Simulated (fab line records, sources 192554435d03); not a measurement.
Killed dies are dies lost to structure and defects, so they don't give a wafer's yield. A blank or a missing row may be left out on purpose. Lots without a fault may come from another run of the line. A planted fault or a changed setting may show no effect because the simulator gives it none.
Chamber matching | flow n5_finfet | N5_BEOL_M1_DESCUM_33 on rie_diel-03: 4 sister chambers
The step chemistry O2, time 7 s. 4 wafers are shown with their chamber, then 8 later ones without.

WAFERS WITH THEIR CHAMBER
wafer  | chamber | showerhead_plenum_p_Torr (Torr)
L085.3 | 2       | 2.19
L089.1 | 0       | 2.09
L089.3 | 3       | 2.24
L090.2 | 1       | 2.00

WAFERS WITHOUT THEIR CHAMBER
wafer  | showerhead_plenum_p_Torr (Torr)
L090.5 | 2.09
L090.6 | 2.24
L092.1 | 2.08
L092.2 | 2.24
L092.5 | 2.00
L094.2 | 2.18
L094.3 | 2.23
L094.6 | 2.00

WHICH CHAMBER EACH WENT THROUGH
wafer  | from the rows above | in truth
L090.5 | 0                   | 0
L090.6 | 3                   | 3
L092.1 | 0                   | 0
L092.2 | 3                   | 3
L092.5 | 1                   | 1
L094.2 | 2                   | 2
L094.3 | 3                   | 3
L094.6 | 1                   | 1
Placed correctly: 8 of 8. Can't be placed from these rows: 0. Placed wrongly: 0.
How it was worked out, from the rows above alone: a wafer's distance from a chamber is the root of the sum, over the readings, of the square of ((its reading less the chamber's mean) divided by the reading's scatter). The wafer belongs to the nearest chamber; if the next one is less than 2 further off, it can't be placed. A chamber's mean is the mean of its shown wafers. The scatter: with one shown wafer a chamber, the root of the mean of the squares of how far each hidden wafer lies from its nearest shown one.
